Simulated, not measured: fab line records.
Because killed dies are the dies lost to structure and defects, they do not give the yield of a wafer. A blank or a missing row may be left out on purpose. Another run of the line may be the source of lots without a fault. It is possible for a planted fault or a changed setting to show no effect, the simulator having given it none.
What tool caused it?	flow n5 finfet	24 lots, 72 wafers sampled, at 6 steps of a route of 1938

== WHAT EACH GAUGE READ, for each wafer ==
The record lacks any reading of a measuring or inspecting step that a usual standard deviation could be used to judge.

== WHAT TOOL EACH LOT RAN ON (gives the tool, then ch and the chambers of the sampled wafers, and finally the start) ==
lot	N5_BEOL_M1_TRENCH_ETCH_37	N5_BEOL_M1_ETCH_41	N5_BEOL_M1_SPUTTER_86	N5_BEOL_M1_SPUTTER_88	N5_BEOL_M1_CO_CAP_55	N5_BEOL_M2_PECVD_72
L074	rie diel-06 ch 0,2, day 6 15:25 or earlier	rie diel-06 ch 0,2, day 6 15:25 or earlier	pvd sputter-02, day 6 15:25	pvd sputter-02, day 6 15:38	cvd co-01 ch 0,1,2, day 6 17:22	pecvd-01 ch 0,1,2, day 6 17:43
L075	rie diel-02 ch 0,3, day 6 19:17 or earlier	rie diel-02 ch 0,3, day 6 19:17 or earlier	pvd sputter-03, day 6 19:17	pvd sputter-03, day 6 19:31	cvd co-02 ch 0,1,2, day 6 21:19	pecvd-02 ch 0,1,2, day 6 21:40
L076	rie diel-02 ch 0,2,3, day 6 21:25 or earlier	rie diel-02 ch 0,2,3, day 6 21:25 or earlier	pvd sputter-01, day 6 21:25	pvd sputter-01, day 6 21:38	cvd co-02 ch 0,1,2, day 6 23:40	pecvd-01 ch 0,1,2, day 7 00:02
L077	rie diel-05 ch 2,3, day 7 09:41 or earlier	rie diel-05 ch 2,3, day 7 09:41 or earlier	pvd sputter-03, day 7 09:41	pvd sputter-03, day 7 09:55	cvd co-01 ch 0,1,2, day 7 11:40	pecvd-01 ch 1,2, day 7 12:01
L078	rie diel-06 ch 0,1,3, day 7 10:46 or earlier	rie diel-06 ch 0,1,3, day 7 10:46 or earlier	pvd sputter-02, day 7 10:46	pvd sputter-02, day 7 10:59	cvd co-02 ch 0,1,2, day 7 12:45	pecvd-04 ch 0,1,2, day 7 13:06
L080	rie diel-05 ch 0,1,3, day 8 06:29 or earlier	rie diel-05 ch 0,1,3, day 8 06:29 or earlier	pvd sputter-02, day 8 06:29	pvd sputter-02, day 8 06:42	cvd co-01 ch 0,1, day 8 08:26	pecvd-04 ch 0,1,2, day 8 08:47
L079	rie diel-02 ch 1,2, day 8 07:22 or earlier	rie diel-02 ch 1,2, day 8 07:22 or earlier	pvd sputter-01, day 8 07:22	pvd sputter-01, day 8 07:35	cvd co-01 ch 0,2, day 8 09:20	pecvd-01 ch 0,1,2, day 8 09:41
L082	rie diel-05 ch 0,2,3, day 8 10:50 or earlier	rie diel-05 ch 0,2,3, day 8 10:50 or earlier	pvd sputter-03, day 8 10:50	pvd sputter-03, day 8 11:04	cvd co-01 ch 1,2, day 8 12:50	pecvd-02 ch 0,2, day 8 13:12
L081	rie diel-02 ch 0,1,2, day 8 10:58 or earlier	rie diel-02 ch 0,1,2, day 8 10:58 or earlier	pvd sputter-02, day 8 10:58	pvd sputter-02, day 8 11:11	cvd co-02 ch 0,2, day 8 12:55	pecvd-04 ch 0,1, day 8 13:16
L083	rie diel-05 ch 0,1,2, day 8 13:43 or earlier	rie diel-05 ch 0,1,2, day 8 13:43 or earlier	pvd sputter-01, day 8 13:43	pvd sputter-01, day 8 13:56	cvd co-02 ch 1,2, day 8 15:41	pecvd-01 ch 1,2, day 8 16:02
L084	rie diel-02 ch 0,1, day 8 22:01 or earlier	rie diel-02 ch 0,1, day 8 22:01 or earlier	pvd sputter-01, day 8 22:01	pvd sputter-01, day 8 22:16	cvd co-01 ch 1,2, day 9 00:05	pecvd-04 ch 1,2, day 9 00:27
L085	rie diel-02 ch 0,2,3, day 9 15:06 or earlier	rie diel-02 ch 0,2,3, day 9 15:06 or earlier	pvd sputter-02, day 9 15:06	pvd sputter-02, day 9 15:19	cvd co-01 ch 1,2, day 9 17:07	pecvd-02 ch 0,1,2, day 9 17:29
L087	rie diel-05 ch 0,1,2, day 9 18:46 or earlier	rie diel-05 ch 0,1,2, day 9 18:46 or earlier	pvd sputter-01, day 9 18:46	pvd sputter-01, day 9 18:59	cvd co-02 ch 0,1,2, day 9 20:59	pecvd-02 ch 0,1, day 9 21:22
L086	rie diel-06 ch 1,2, day 10 00:57 or earlier	rie diel-06 ch 1,2, day 10 00:57 or earlier	pvd sputter-03, day 10 00:57	pvd sputter-03, day 10 01:10	cvd co-02 ch 0,1, day 10 06:03	pecvd-02 ch 0,2, day 10 06:29
L088	rie diel-02 ch 0,2,3, day 10 04:33 or earlier	rie diel-02 ch 0,2,3, day 10 04:33 or earlier	pvd sputter-02, day 10 04:33	pvd sputter-02, day 10 04:46	cvd co-01 ch 0,1, day 10 06:44	pecvd-04 ch 0,1,2, day 10 07:08
L089	rie diel-06 ch 0,1,2, day 10 06:52 or earlier	rie diel-06 ch 0,1,2, day 10 06:52 or earlier	pvd sputter-03, day 10 06:52	pvd sputter-03, day 10 07:05	cvd co-02 ch 0,1,2, day 10 08:50	pecvd-01 ch 0,1, day 10 09:13
L090	rie diel-02 ch 1,2,3, day 10 12:26 or earlier	rie diel-02 ch 1,2,3, day 10 12:26 or earlier	pvd sputter-02, day 10 12:26	pvd sputter-02, day 10 12:39	cvd co-01 ch 0,2, day 10 14:24	pecvd-04 ch 1,2, day 10 14:48
L091	rie diel-05 ch 0,3, day 10 17:14 or earlier	rie diel-05 ch 0,3, day 10 17:14 or earlier	pvd sputter-02, day 10 17:14	pvd sputter-02, day 10 17:27	cvd co-01 ch 0,1,2, day 10 19:14	pecvd-01 ch 0,1, day 10 19:35
L092	rie diel-02 ch 0,1,3, day 11 00:41 or earlier	rie diel-02 ch 0,1,3, day 11 00:41 or earlier	pvd sputter-01, day 11 00:41	pvd sputter-01, day 11 00:55	cvd co-02 ch 0,1, day 11 02:40	pecvd-04 ch 1,2, day 11 03:01
L093	rie diel-05 ch 0,1,2, day 11 06:06 or earlier	rie diel-05 ch 0,1,2, day 11 06:06 or earlier	pvd sputter-03, day 11 06:06	pvd sputter-03, day 11 06:19	cvd co-02 ch 0,1,2, day 11 08:04	pecvd-02 ch 0,1,2, day 11 08:25
L094	rie diel-05 ch 0,1,3, day 11 09:05 or earlier	rie diel-05 ch 0,1,3, day 11 09:05 or earlier	pvd sputter-01, day 11 09:05	pvd sputter-01, day 11 09:18	cvd co-01 ch 0,1,2, day 11 11:02	pecvd-02 ch 0,1, day 11 11:23
L095	rie diel-06 ch 1,2,3, day 11 12:16 or earlier	rie diel-06 ch 1,2,3, day 11 12:16 or earlier	pvd sputter-02, day 11 12:16	pvd sputter-02, day 11 12:29	cvd co-02 ch 0,1,2, day 11 14:14	pecvd-02 ch 0,1, day 11 14:35
L096	rie diel-02 ch 0,1,3, day 11 16:55 or earlier	rie diel-02 ch 0,1,3, day 11 16:55 or earlier	pvd sputter-02, day 11 16:55	pvd sputter-02, day 11 17:08	cvd co-02 ch 1,2, day 11 19:01	pecvd-02 ch 1,2, day 11 19:22
L097	rie diel-05 ch 1,2,3, day 12 15:04 or earlier	rie diel-05 ch 1,2,3, day 12 15:04 or earlier	pvd sputter-01, day 12 15:04	pvd sputter-01, day 12 15:17	cvd co-01 ch 0,1,2, day 12 17:07	pecvd-01 ch 0,1,2, day 12 17:28
- N5_BEOL_M1_TRENCH_ETCH_37: etches SiOC in C4F6/O2, target depth 55.207 nm, time 29 s.
- N5_BEOL_M1_ETCH_41: etches SiCN in CH3F/O2, target depth 31.9 nm, time 57.8 s.
- N5_BEOL_M1_SPUTTER_86: material Cu, target thk 4.5 nm, time 8.29 s.
- N5_BEOL_M1_SPUTTER_88: material Cu, target thk 4.5 nm, time 8.29 s.
- N5_BEOL_M1_CO_CAP_55: material Co, precursor CCTBA/H2, target thk 2 nm, time 102.1 s.
- N5_BEOL_M2_PECVD_72: deposits SiO2 from TEOS/O2, target thk 16 nm, time 18 s.

== AS READ BY THE TOOLS THEMSELVES (means over the sampled wafers that have a number; for cases with no such wafer, the mark the record gives instead) ==
N5_BEOL_M1_TRENCH_ETCH_37.
lot	tool	drypump motor current A (A)	oes product au (a.u.)	rf vpp V (V)	showerhead plenum p Torr (Torr)	throttle valve pct (%)
L074	rie diel-06	5.8	0.80	657	2.95	20.7
L075	rie diel-02	5.6	0.79	644	2.81	20.7
L076	rie diel-02	5.7	0.82	658	2.87	20.8
L077	rie diel-05	5.9	0.77	685	2.87	21.0
L078	rie diel-06	6.2	0.86	654	2.79	20.7
L080	rie diel-05	5.7	0.79	671	2.83	21.1
L079	rie diel-02	5.8	0.79	664	2.90	20.8
L082	rie diel-05	5.8	0.80	672	2.80	20.8
L081	rie diel-02	5.6	0.76	650	2.83	20.8
L083	rie diel-05	5.7	0.79	653	2.71	20.8
L084	rie diel-02	5.8	0.72	641	2.72	20.7
L085	rie diel-02	5.7	0.80	657	2.86	20.8
L087	rie diel-05	5.7	0.79	654	2.71	20.8
L086	rie diel-06	5.7	0.71	661	2.80	21.0
L088	rie diel-02	5.7	0.80	657	2.86	20.8
L089	rie diel-06	5.9	0.77	657	2.85	20.9
L090	rie diel-02	6.0	0.79	662	2.82	20.8
L091	rie diel-05	5.8	0.79	689	2.91	21.0
L092	rie diel-02	5.8	0.76	649	2.75	20.8
L093	rie diel-05	5.7	0.77	653	2.71	20.8
L094	rie diel-05	5.6	0.77	670	2.82	21.1
L095	rie diel-06	5.9	0.78	657	2.82	20.8
L096	rie diel-02	5.8	0.76	648	2.75	20.7
L097	rie diel-05	5.8	0.72	667	2.77	21.1

N5_BEOL_M1_ETCH_41.
lot	tool	drypump motor current A (A)	oes product au (a.u.)	rf vpp V (V)	showerhead plenum p Torr (Torr)	throttle valve pct (%)
L074	rie diel-06	5.8	0.81	298.8	2.07	16.16
L075	rie diel-02	5.6	0.79	298.1	1.97	16.17
L076	rie diel-02	5.7	0.82	298.0	2.02	16.20
L077	rie diel-05	6.0	0.76	298.0	2.02	16.47
L078	rie diel-06	6.1	0.86	296.9	1.96	16.16
L080	rie diel-05	5.7	0.79	296.9	1.99	16.49
L079	rie diel-02	5.8	0.80	297.8	2.04	16.30
L082	rie diel-05	5.8	0.80	296.9	1.97	16.22
L081	rie diel-02	5.7	0.77	297.5	1.99	16.28
L083	rie diel-05	5.7	0.79	295.5	1.90	16.27
L084	rie diel-02	5.7	0.72	296.0	1.92	16.26
L085	rie diel-02	5.7	0.81	297.4	2.01	16.25
L087	rie diel-05	5.6	0.79	295.7	1.90	16.29
L086	rie diel-06	5.7	0.71	296.6	1.96	16.48
L088	rie diel-02	5.7	0.80	297.9	2.01	16.25
L089	rie diel-06	5.9	0.76	297.8	2.00	16.36
L090	rie diel-02	6.0	0.78	296.3	1.98	16.27
L091	rie diel-05	5.8	0.79	298.4	2.04	16.46
L092	rie diel-02	5.8	0.76	296.6	1.93	16.25
L093	rie diel-05	5.7	0.77	294.8	1.90	16.29
L094	rie diel-05	5.6	0.77	297.1	1.98	16.52
L095	rie diel-06	5.9	0.78	296.8	1.98	16.21
L096	rie diel-02	5.8	0.75	295.3	1.93	16.27
L097	rie diel-05	5.8	0.72	295.6	1.94	16.58

N5_BEOL_M1_SPUTTER_86.
lot	tool	throttle valve pct (%)
L074	pvd sputter-02	30.6
L075	pvd sputter-03	30.5
L076	pvd sputter-01	30.3
L077	pvd sputter-03	30.2
L078	pvd sputter-02	30.5
L080	pvd sputter-02	31.0
L079	pvd sputter-01	30.7
L082	pvd sputter-03	30.2
L081	pvd sputter-02	30.4
L083	pvd sputter-01	30.5
L084	pvd sputter-01	30.2
L085	pvd sputter-02	31.5
L087	pvd sputter-01	30.4
L086	pvd sputter-03	30.7
L088	pvd sputter-02	30.4
L089	pvd sputter-03	29.9
L090	pvd sputter-02	30.5
L091	pvd sputter-02	31.6
L092	pvd sputter-01	30.2
L093	pvd sputter-03	30.7
L094	pvd sputter-01	30.3
L095	pvd sputter-02	29.7
L096	pvd sputter-02	30.7
L097	pvd sputter-01	30.3

N5_BEOL_M1_SPUTTER_88.
lot	tool	throttle valve pct (%)
L074	pvd sputter-02	30.5
L075	pvd sputter-03	30.3
L076	pvd sputter-01	30.1
L077	pvd sputter-03	30.2
L078	pvd sputter-02	30.3
L080	pvd sputter-02	31.1
L079	pvd sputter-01	30.7
L082	pvd sputter-03	30.3
L081	pvd sputter-02	30.3
L083	pvd sputter-01	30.4
L084	pvd sputter-01	30.3
L085	pvd sputter-02	31.3
L087	pvd sputter-01	30.3
L086	pvd sputter-03	30.7
L088	pvd sputter-02	30.5
L089	pvd sputter-03	30.0
L090	pvd sputter-02	30.6
L091	pvd sputter-02	31.5
L092	pvd sputter-01	30.3
L093	pvd sputter-03	30.7
L094	pvd sputter-01	30.2
L095	pvd sputter-02	29.9
L096	pvd sputter-02	30.4
L097	pvd sputter-01	30.1

N5_BEOL_M1_CO_CAP_55.
lot	tool	heater power outer w (W)	heater power w (W)
L074	cvd co-01	124	242
L075	cvd co-02	126	236
L076	cvd co-02	124	235
L077	cvd co-01	124	237
L078	cvd co-02	127	237
L080	cvd co-01	127	242
L079	cvd co-01	109	217
L082	cvd co-01	134	257
L081	cvd co-02	124	230
L083	cvd co-02	119	227
L084	cvd co-01	119	238
L085	cvd co-01	119	236
L087	cvd co-02	124	235
L086	cvd co-02	132	250
L088	cvd co-01	137	262
L089	cvd co-02	127	233
L090	cvd co-01	110	216
L091	cvd co-01	123	239
L092	cvd co-02	126	239
L093	cvd co-02	127	234
L094	cvd co-01	124	241
L095	cvd co-02	126	236
L096	cvd co-02	119	226
L097	cvd co-01	124	240

N5_BEOL_M2_PECVD_72.
lot	tool	heater power outer w (W)	heater power w (W)	showerhead plenum p Torr (Torr)	throttle valve pct (%)
L074	pecvd-01	460	742	8.71	22.4
L075	pecvd-02	367	671	8.72	22.4
L076	pecvd-01	452	733	8.72	22.4
L077	pecvd-01	515	842	8.70	23.0
L078	pecvd-04	396	651	8.77	22.8
L080	pecvd-04	415	691	8.78	22.9
L079	pecvd-01	487	773	8.72	22.6
L082	pecvd-02	406	713	8.68	22.3
L081	pecvd-04	458	691	8.77	23.9
L083	pecvd-01	502	821	8.71	23.0
L084	pecvd-04	395	692	8.77	21.9
L085	pecvd-02	409	701	8.73	22.5
L087	pecvd-02	360	639	8.79	22.9
L086	pecvd-02	407	733	8.74	23.1
L088	pecvd-04	361	609	8.77	23.0
L089	pecvd-01	454	701	8.74	22.0
L090	pecvd-04	337	637	8.77	21.8
L091	pecvd-01	406	633	8.73	22.2
L092	pecvd-04	355	635	8.86	21.8
L093	pecvd-02	394	697	8.74	22.6
L094	pecvd-02	369	661	8.78	23.3
L095	pecvd-02	349	609	8.76	22.6
L096	pecvd-02	423	728	8.65	21.5
L097	pecvd-01	465	747	8.72	21.8

== THE ANSWER, worked out from the rows above alone ==
Rule: usual is defined by the lots themselves. Put in order of their means at a reading, lots are off if they are a third of the lots or fewer, leave a main group of 4 or more, and stand apart from it by a gap of 3 or more times the standard deviation of the main group's means; of several such gaps the widest counts. A main group whose means are all the same, to the digits that the tables above print for the reading, isn't used. A lot without any number at a reading at which 4 lots or more have one is off too. All remaining lots with rows at the step are treated as sound. Order of review: gauges by route order, followed by the tools' own readings, for which a lot's mean as printed above is used. The first step at which some lot is off is used, and at that step the reading that is off furthest; a lot without a number counts as furthest.
No lot is off on any of the readings shown, so nothing can be concluded from this.

== WHAT HAD BEEN PUT IN BY THE SIMULATOR ==
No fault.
